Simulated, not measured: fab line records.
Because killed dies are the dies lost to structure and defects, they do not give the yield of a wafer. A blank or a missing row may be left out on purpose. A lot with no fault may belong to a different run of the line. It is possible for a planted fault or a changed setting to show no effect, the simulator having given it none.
Code-filled problem report in 8D (eight disciplines) form | flow n5 finfet | the parts of the form that need people (team, actions taken, sign-off) are left out

== 1. THE ISSUE ==
rf fwd power W at N5_PASSIVATION_PASS_ETCH_74 reads a mean of 403.9 W on 6 wafers of 2 lots; wafers without a fault read 531.7 W with a standard deviation of 1.8. Relative to the usual mean, that is a shift of -71 standard deviations.
The step: etches SiNx in CF4/O2, target depth 220 nm, time 110 s.
The first sign was on wafer L523.4 at day 18 05:59, on rie diel-05. The record has a number at this step for 31 wafers belonging to 12 lots. The rule behind "out" and "out of limits": a value lying over 4 standard deviations away from the usual mean. The rest of the wafers with a number are treated as sound.

== 2. WHAT IT IS, AND WHAT IT ISN'T ==
question                    | is                       | is not
which readings at this step | rf fwd power W, rf vpp V | drypump motor current A, oes product au, showerhead plenum p Torr, throttle valve pct
which lots                  | L523, L527               | L507, L509, L510, L511, L514, L515, L517, L518, L524, L529
which wafers of those lots  | all that have a number   | -
read on which tools         | rie diel-05              | rie diel-02, rie diel-06
when                        | from day 18 05:59        | up to then (22 sound wafers); but 3 sound wafers of L529 came after

== 3. THE SUSPECTS, EACH WITH WHAT RULES IT OUT ==
Counting: a tool at any process step up to the reading remains a suspect when it ran all the lots that are out and ran no sound lot after the first of those.
- rie diel-05 at N5_PASSIVATION_PASS_ETCH_74 (etches SiNx in CF4/O2, target depth 220 nm, time 110 s): kept. It processed each lot that is out, first L523 at day 18 05:59, and no sound lot thereafter; up to then, the last sound lot it processed was L524 at day 17 22:36. On those wafers its own readings are out: rf fwd power W, rf vpp V.
Remaining after the count: rie diel-05 at N5_PASSIVATION_PASS_ETCH_74.

== 4. THE CAUSE (what the simulator had put in) ==
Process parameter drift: rie diel-05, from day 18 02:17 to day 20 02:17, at N5_PASSIVATION_PASS_ETCH_74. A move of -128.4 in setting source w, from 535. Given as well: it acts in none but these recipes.
After counting, this tool was the only one left.

== 5. THE CHAIN OF EFFECTS, in route order ==
Each row: a reading whose mean over the struck wafers that have a number lies more than 3 standard deviations from the usual. Readings are gone through only where the record gives a usual standard deviation; hours: the median, over the lots, of the time from a lot's start at the first step in this table giving one to that lot's start at this step; sigmas: the change measured in usual standard deviations.
hours | step                        | reading        | usual   | on struck wafers | change | sigmas
0     | N5_PASSIVATION_PASS_ETCH_74 | rf fwd power W | 531.7 W | 403.9            | -127.8 | -71
0     | N5_PASSIVATION_PASS_ETCH_74 | rf vpp V       | 241 V   | 276              | +35    | +8.0
Its process steps:
- N5_PASSIVATION_PASS_ETCH_74: etches SiNx in CF4/O2, target depth 220 nm, time 110 s.

== 6. HOW IT WOULD HAVE BEEN CAUGHT EARLIER ==
First out-of-limits reading in this record: day 18 05:59, which is 4 hours after fault onset at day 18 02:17.
